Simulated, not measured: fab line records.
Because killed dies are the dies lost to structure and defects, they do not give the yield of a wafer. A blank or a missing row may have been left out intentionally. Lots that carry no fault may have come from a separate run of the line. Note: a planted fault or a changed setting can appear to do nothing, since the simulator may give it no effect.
fab line records ; flow nandHarc
record lots=12; wafers=35; lastDay=24
route steps=1159 shown A_CONTACT@955 A_BLC@979 END@1159
lots that met no fault: from a run of the same line without faults
startH: start of the lot's first displayed wafer, in hours after the record's first day ; waitH: hours since the lot's step before ; " identical to the entry in the row above ; L1.1+2: a single row standing in for several wafers ; - either no value or no given start ; * or withheld: withheld ; < > ~ a bound
route shown NAME@n: names a module that has steps shown in the file, with the first one's number in the route ; usual: mean/standard deviation taken from wafers without a fault ; same: alike in all rows ; chamber/n: place in a boat ; sites: the reading at each site ; _std_site: standard deviation across them ; _edge_site: the outer-site mean with the inner-site mean subtracted ; radiusMm: for every site, how far away it sits from the centre of the wafer ; mask NAME#n: copy n ; behind: the last tool/chamber to shape the wafer ; hold: the reason the lot was held/the length of the hold in hours/how it ended ; device: names the non-switching transistor (n, p or np) ; end of line: the route-end tests of the same wafers ; for a step that has no rows: nothing shown but its recipe ; killed: the dies lost at the first sort to structure and to defects; this is not the yield of the wafer ; map: a wafer's dies, x killed, . not, _ none there
set.NAME: setting as actually run; set.NAME@STEP: the setting as run at that earlier step ; model.NAME: the simulator's own value behind a step, which no gauge read
steps of the route over a sample of lots; a table a step, a row a wafer
services: when a tool's chamber went out of use (startH, in hours from the record's first day, below 0 if earlier), for how many hours, and the reason
## steps
# step NHARC_A_CONTACT_ETCH_110
# recipe targetDepthA=500; overetchA=50; timeS=27.5; ionEnergyEv=100; cf4FlowSccm=80; o2FlowSccm=20; arFlowSccm=0; rfW=300; biasW=100; chemistry=CF4/O2
# usual drypumpMotorCurrentA=5.7/0.42; oes_o_777_au=1.001/0.0041; oesProductAu=0.999/0.0099; rfVppV=197.4/1.4; showerheadPlenumPTorr=1.32/0.054; throttleValvePct=13.397/0.0081
lot.wafer;tool;chamber;startH;waitH;drypumpMotorCurrentA;oes_o_777_au;oesProductAu;rfHoursCounterH;rfVppV;showerheadPlenumPTorr;throttleValvePct
L445.3;rieDiel-01;0;395.54;0.1;6.7;1.003;1.008;29;195.0;1.24;13.397
L445.2;rieDiel-01;2;395.54;0.1;6.1;0.999;1.007;26;198.7;1.36;13.409
L445.4;rieDiel-01;2;395.54;0.1;6.1;1.001;0.990;-;198.8;1.36;13.409
L447.1;rieDiel-13;3;404.38;0.1;6.0;1.002;1.003;19;197.9;1.37;13.394
L447.5;rieDiel-13;3;404.38;0.1;6.0;0.999;1.003;-;199.0;1.37;13.410
L447.6;rieDiel-13;0;404.38;0.1;5.2;1.001;1.000;-;196.4;1.26;13.401
L449.4;rieDiel-13;2;420.91;0.1;5.9;1.002;1.019;23;198.8;1.28;13.397
L449.1;rieDiel-13;3;420.91;0.1;6.0;1.002;1.010;23;197.3;1.36;13.402
L449.2;rieDiel-13;0;420.91;0.1;5.2;1.005;0.999;23;197.4;1.26;13.394
L453.2;rieDiel-07;0;441.78;0.1;5.8;1.008;1.001;6;201.2;1.42;13.393
L453.3;rieDiel-07;3;441.78;0.1;5.2;0.999;0.993;6;196.4;1.31;13.396
L453.6;rieDiel-07;0;441.78;0.1;5.8;1.002;1.005;-;199.0;1.42;13.377
L454.1;rieDiel-07;1;457.74;0.1;5.6;1.003;0.996;11;196.7;1.31;13.394
L454.6;rieDiel-07;3;457.74;0.1;5.3;1.004;0.992;-;197.3;1.31;13.407
L459.3;rieDiel-13;1;465.28;0.1;5.4;1.001;0.997;0;197.0;1.27;13.402
L459.2;rieDiel-13;3;465.28;0.1;5.9;1.000;1.012;0;197.8;1.36;13.393
L459.6;rieDiel-13;1;465.28;0.1;5.5;0.998;0.998;-;195.5;1.27;13.409
L461.4;rieDiel-13;2;482.78;0.1;6.0;1.006;1.002;4;197.2;1.28;13.399
L461.5;rieDiel-13;1;482.78;0.1;5.5;0.998;0.980;-;196.4;1.27;13.409
L461.6;rieDiel-13;2;482.78;0.1;6.0;1.000;1.002;-;196.3;1.28;13.404
L464.1;rieDiel-07;2;501.08;0.1;6.0;0.993;0.999;28;198.6;1.33;13.392
L464.3;rieDiel-07;3;501.08;0.1;5.3;0.999;0.989;28;199.1;1.31;13.401
L464.4;rieDiel-07;0;501.08;0.1;5.8;0.996;1.000;28;199.4;1.41;13.397
L465.4;rieDiel-13;0;503.43;0.1;5.1;0.999;1.005;8;194.8;1.26;13.399
L465.6;rieDiel-13;1;503.43;0.1;5.4;1.002;1.010;-;195.2;1.27;13.404
L465.5;rieDiel-13;2;503.43;0.1;6.0;0.998;1.011;-;196.1;1.28;13.396
L466.2;rieDiel-01;0;524.15;0.0;6.7;1.001;1.005;10;201.0;1.44;13.398
L466.4;rieDiel-01;1;524.15;0.0;5.1;0.998;1.009;8;197.0;1.25;13.407
L466.1;rieDiel-01;3;524.15;0.0;5.3;1.003;0.980;11;197.2;1.30;13.390
L467.4;rieDiel-13;3;527.46;0.1;6.0;1.000;1.002;13;198.8;1.36;13.395
L467.3;rieDiel-13;1;527.46;0.1;5.4;1.005;0.989;13;196.8;1.27;13.382
L467.6;rieDiel-13;0;527.46;0.1;5.2;0.996;1.005;-;195.5;1.26;13.398
L468.2;rieDiel-07;0;532.54;0.0;5.8;0.997;1.003;43;198.4;1.41;13.389
L468.4;rieDiel-07;2;532.54;0.0;5.9;1.006;1.000;38;197.1;1.33;13.408
L468.1;rieDiel-07;3;532.54;0.0;5.3;1.010;0.988;40;195.6;1.30;13.402
# step NHARC_A_BLC_ETCH_17
# recipe targetDepthA=3900; overEtchFrac=0.25; timeS=609.38; ionEnergyEv=200; n2FlowSccm=150; h2FlowSccm=150; arFlowSccm=0; rfW=400; biasW=150; chemistry=N2/H2
# usual drypumpMotorCurrentA=5.7/0.45; oesProductAu=0.996/0.0096; rfVppV=430.4/2.5; showerheadPlenumPTorr=2.04/0.086; throttleValvePct=14.172/0.0092
lot.wafer;tool;chamber;startH;waitH;drypumpMotorCurrentA;oesProductAu;rfHoursCounterH;rfVppV;showerheadPlenumPTorr;throttleValvePct
L445.2;rieDiel-02;0;-;-;5.6;0.996;5;433.3;2.12;14.175
L445.3;rieDiel-02;1;-;-;5.0;0.989;5;429.1;2.02;14.168
L445.4;rieDiel-02;2;-;-;5.3;0.997;5;430.0;2.01;14.165
L447.1;rieDiel-02;1;-;-;5.0;1.006;6;429.7;2.02;14.169
L447.5;rieDiel-02;1;-;-;4.9;0.981;-;429.1;2.02;14.156
L447.6;rieDiel-02;2;-;-;5.3;1.006;-;429.1;2.01;14.174
L449.4;rieDiel-02;1;-;-;4.9;0.990;8;429.9;2.02;14.178
L449.1;rieDiel-02;2;-;-;5.3;0.998;8;430.8;2.01;14.179
L449.2;rieDiel-02;3;-;-;5.6;0.997;7;426.8;1.89;14.164
L453.3;rieDiel-09;3;-;-;5.9;0.998;1;434.0;2.14;14.182
L453.2;rieDiel-09;1;-;-;6.5;1.000;1;430.7;2.08;14.169
L453.6;rieDiel-09;3;-;-;5.9;1.001;-;432.1;2.14;14.175
L454.1;rieDiel-08;1;-;-;5.5;0.995;56;430.9;1.99;14.160
L454.6;rieDiel-08;2;-;-;6.0;1.000;-;427.8;1.93;14.168
L459.2;rieDiel-09;0;-;-;6.0;1.003;5;430.6;2.05;14.170
L459.3;rieDiel-09;3;-;-;5.9;0.993;5;433.0;2.13;14.179
L459.6;rieDiel-09;1;-;-;6.5;1.003;-;431.7;2.08;14.165
L461.4;rieDiel-02;1;-;-;5.0;0.982;16;429.6;2.02;14.175
L461.5;rieDiel-02;2;-;-;5.3;0.998;-;431.6;2.01;14.189
L461.6;rieDiel-02;3;-;-;5.5;0.992;-;426.0;1.88;14.168
L464.3;rieDiel-09;0;-;-;6.0;1.005;8;430.8;2.04;14.175
L464.4;rieDiel-09;2;-;-;6.2;1.002;1;432.1;2.08;14.164
L464.1;rieDiel-09;3;-;-;5.8;0.996;8;432.2;2.13;14.164
L465.4;rieDiel-09;3;-;-;5.9;0.996;-;434.0;2.13;14.154
L465.5;rieDiel-09;0;-;-;6.0;0.998;-;430.3;2.04;14.157
L465.6;rieDiel-09;2;-;-;6.2;0.988;-;430.4;2.08;14.161
L466.1;rieDiel-02;1;-;-;4.9;0.993;2;430.3;2.02;14.176
L466.2;rieDiel-02;2;-;-;5.3;1.030;2;428.9;2.00;14.183
L466.4;rieDiel-02;1;-;-;4.9;0.986;-;430.8;2.02;14.192
L467.3;rieDiel-09;1;-;-;6.5;0.998;11;430.9;2.07;14.166
L467.6;rieDiel-09;1;-;-;6.5;0.998;-;429.6;2.08;14.171
L467.4;rieDiel-09;3;-;-;5.8;0.996;-;434.8;2.13;14.172
L468.1;rieDiel-02;2;-;-;5.3;1.011;3;429.7;2.00;14.162
L468.4;rieDiel-02;0;-;-;5.7;0.992;1;432.2;2.11;14.163
L468.2;rieDiel-02;1;-;-;4.9;0.987;3;429.9;2.02;14.153
# step NHARC_A_BLC_ALD_23
# recipe targetThkA=30; pulseTimeS=1; aldCycles=150; tempC=450; material=TiN
# usual aldCycles=150/0; heaterPowerOuterW=668/65; heaterPowerW=1069/88; precursorPulseHeightRel=0.999/0.019
lot.wafer;tool;chamber;startH;waitH;aldCycles;heaterPowerOuterW;heaterPowerW;precursorPulseHeightRel
L445.4;aldMetal-03;0;400.75;-;150;640;1003;1.016
L445.2;aldMetal-03;1;400.75;-;150;651;958;0.993
L445.3;aldMetal-03;3;400.75;-;150;649;1062;1.037
L447.1;aldMetal-01;2;412.33;-;150;773;1206;0.978
L447.5;aldMetal-01;2;412.33;-;150;756;1221;0.994
L447.6;aldMetal-01;3;412.33;-;150;752;1169;0.983
L449.2;aldMetal-03;2;427.52;-;150;729;1209;0.989
L449.1;aldMetal-03;3;427.52;-;192;632;1062;0.994
L449.4;aldMetal-03;0;427.52;-;150;659;1006;1.015
L453.2;aldMetal-03;2;450.83;-;150;723;1163;0.957
L453.3;aldMetal-03;3;450.83;-;192;641;1058;0.998
L453.6;aldMetal-03;1;450.83;-;150;641;986;1.037
L454.1;aldMetal-03;0;462.62;-;192;678;1015;1.016
L454.6;aldMetal-03;1;462.62;-;150;655;954;0.997
L459.3;aldMetal-01;0;470.16;-;150;617;1003;0.988
L459.2;aldMetal-01;3;470.16;-;150;718;1105;0.973
L459.6;aldMetal-01;0;470.16;-;150;617;999;0.995
L461.4;aldMetal-01;3;496.33;-;150;695;1098;0.982
L461.6;aldMetal-01;3;496.33;-;150;723;1096;0.994
L461.5;aldMetal-01;0;496.33;-;150;629;1016;1.016
L464.1;aldMetal-02;3;509.06;-;150;585;1054;1.026
L464.3;aldMetal-02;1;509.06;-;150;704;982;1.002
L464.4;aldMetal-02;2;509.06;-;150;695;1087;1.022
L465.4;aldMetal-02;2;516.46;-;150;711;1095;1.022
L465.6;aldMetal-02;1;516.46;-;150;698;996;1.005
L465.5;aldMetal-02;2;516.46;-;150;709;1070;0.983
L466.4;aldMetal-03;2;529.10;-;150;680;1198;1.019
L466.2;aldMetal-03;0;529.10;-;150;658;1027;0.964
L466.1;aldMetal-03;1;529.10;-;150;677;993;1.009
L467.3;aldMetal-01;2;532.41;-;150;727;1144;1.027
L467.4;aldMetal-01;0;532.41;-;150;623;1013;0.985
L467.6;aldMetal-01;3;532.41;-;150;709;1125;0.975
L468.2;aldMetal-01;3;537.46;-;150;714;1083;1.018
L468.4;aldMetal-01;0;537.46;-;150;634;1016;1.023
L468.1;aldMetal-01;2;537.46;-;150;738;1177;1.006
# step NHARC_A_BLC_CVD_24
# recipe targetThkA=1500; tempC=300; pressureTorr=40; wf6FlowSccm=40; h2FlowSccm=1600; arFlowSccm=1560; timeS=434; material=W
# usual heaterPowerOuterW=282/49; heaterPowerW=496/77; throttleValvePct=7.95/0.17
lot.wafer;tool;chamber;startH;waitH;heaterPowerOuterW;heaterPowerW;throttleValvePct
L445.2;cvdW-01;1;-;-;358;602;8.05
L445.3;cvdW-01;1;-;-;360;606;7.87
L445.4;cvdW-01;0;-;-;257;461;7.62
L447.1;cvdW-02;0;-;-;220;384;7.81
L447.6;cvdW-02;0;-;-;224;385;7.73
L447.5;cvdW-02;1;-;-;281;528;7.93
L449.1;cvdW-02;0;-;-;228;393;7.74
L449.2;cvdW-02;1;-;-;290;524;8.19
L449.4;cvdW-02;1;-;-;284;527;8.22
L453.2;cvdW-02;1;-;-;283;520;7.97
L453.3;cvdW-02;0;-;-;230;394;7.95
L453.6;cvdW-02;0;-;-;228;391;7.83
L454.1;cvdW-02;0;-;-;223;391;7.88
L454.6;cvdW-02;1;-;-;299;519;8.06
L459.2;cvdW-02;1;-;-;293;520;8.08
L459.3;cvdW-02;1;-;-;277;515;7.90
L459.6;cvdW-02;1;-;-;285;514;7.98
L461.4;cvdW-02;1;-;-;293;516;8.05
L461.5;cvdW-02;1;-;-;283;523;7.98
L461.6;cvdW-02;0;-;-;227;409;7.80
L464.1;cvdW-01;1;-;-;358;605;7.66
L464.3;cvdW-01;1;-;-;353;609;8.14
L464.4;cvdW-01;0;-;-;260;464;7.95
L465.4;cvdW-01;1;-;-;351;612;8.08
L465.6;cvdW-01;1;-;-;346;606;8.06
L465.5;cvdW-01;0;-;-;255;471;8.07
L466.2;cvdW-01;0;-;-;260;461;7.92
L466.1;cvdW-01;1;-;-;366;607;8.04
L466.4;cvdW-01;1;-;-;349;624;8.02
L467.4;cvdW-02;1;-;-;288;510;8.27
L467.3;cvdW-02;0;-;-;227;394;7.86
L467.6;cvdW-02;0;-;-;225;399;7.88
L468.1;cvdW-02;1;-;-;287;533;8.09
L468.2;cvdW-02;0;-;-;229;400;8.06
L468.4;cvdW-02;1;-;-;275;516;8.13
# step NHARC_END_SORT_01
# recipe tempC=25
# usual killedAtArray=29/10; killedAtOther=0.7/1.1; killedAtPeriphery=3.2/2.2; killedDies=33/11; killedOpen=3.5/1.8; killedShort=2.0/1.4
# same grossDies=677
lot.wafer;tool;chamber;startH;waitH;killedAtArray;killedAtOther;killedAtPeriphery;killedDies;killedOpen;killedShort
L461.4;prober-01;0;536.72;3.4;23;2;3;28;5;1
L461.5;prober-01;0;537.53;3.7;30;3;1;34;2;1
L461.6;prober-01;0;538.33;4.0;23;3;3;29;5;1
# killed by level:class
L461.4 A_CHANNEL_HOLE_D1:chamberFilmFlake=15 A_SGD_CUT:chamberFilmFlake=2 A_CONTACT:chamberFilmFlake=2 THIN_TSV:chamberFilmFlake=2 P_M0:geometricParticle:open=1 P_M1:geometricParticle:short=1 A_SOURCE_PLATE:geometricParticle:open=1 A_CHANNEL_FILL_D1:geometricParticle:open=1
L461.5 A_CHANNEL_HOLE_D1:chamberFilmFlake=21 A_CONTACT:chamberFilmFlake=3 THIN_TSV:chamberFilmFlake=3 A_SGD_CUT:chamberFilmFlake=2 P_CONTACT:geometricParticle:short=1 A_SOURCE_PLATE:geometricParticle:open=1 A_CONTACT:geometricParticle:open=1 A_ZERO_WELL:chamberFilmFlake=1
L461.6 A_CHANNEL_HOLE_D1:chamberFilmFlake=14 A_CONTACT:chamberFilmFlake=3 P_CONTACT:geometricParticle:open=2 A_CONTACT:geometricParticle:open=2 A_ZERO_WELL:chamberFilmFlake=2 THIN_TSV:chamberFilmFlake=2 A_SOURCE_PLATE:geometricParticle:open=1 A_ONON_D1:geometricParticle:short=1
## services
tool;chamber;startH;hours;kind
cvdW-02;-;379.08;13.0;pm
rieDiel-01;1;385.95;10.3;repair
rieDiel-09;2;398.02;100.3;repair
rieDiel-13;2;401.11;8.7;repair
rieDiel-07;-;405.57;9.0;pm
aldMetal-02;-;409.27;1.3;repair
rieDiel-09;-;431.10;9.0;pm
aldMetal-02;1;449.21;30.4;repair
rieDiel-13;-;453.26;9.0;pm
aldMetal-01;-;458.00;10.0;pm
rieDiel-09;-;469.69;0.6;repair
cvdW-01;-;480.08;13.0;pm
aldMetal-01;-;483.68;2.2;repair
rieDiel-01;-;491.93;9.0;pm
aldMetal-03;-;500.00;10.0;pm
rieDiel-02;-;504.76;9.0;pm
rieDiel-09;1;512.44;7.1;repair
aldMetal-01;3;515.34;10.9;repair
rieDiel-09;0;520.62;11.6;repair
aldMetal-02;0;520.95;3.2;repair
rieDiel-02;0;522.32;9.9;repair
rieDiel-01;2;525.56;1.5;repair
aldMetal-03;-;537.80;0.3;repair
rieDiel-02;3;539.94;15.0;repair
## key
firstSign step=NHARC_A_BLC_ALD_23; reading=aldCycles; direction=up; sigmas=99+; usual=150; struck=192
effect none on later readings
metAt NHARC_A_BLC_ALD_23
struckLots L449,L453,L454
struckWafers L449.1,L453.3,L454.1
sortLeftOut L454.1
testerLeftOut L449,L453,L454
notActingAt NHARC_A_CONTACT_ETCH_110,NHARC_A_BLC_ETCH_17,NHARC_A_BLC_CVD_24
onsetBetween 400.75 427.52
fault kind=processParameterDrift; tool=aldMetal-03; chamber=-; onsetH=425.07; steps=NHARC_A_BLC_ALD_23; channel=aldCycles; offset=42; shape=step; endH=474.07; scope=struckWafersOnly; actsIn=theseRecipesOnly; stated=150
# testerLeftOut: of these lots the tester's yield and bins aren't shown, on N5 and GAA mostly nor the transistor test; their killed dies are dies lost to structure and defects alone, not to doping, threshold or leakage, so they don't give the yield
# sortLeftOut: the simulated sort isn't trusted on such a fault, so these wafers' sort isn't shown, and their yield isn't known
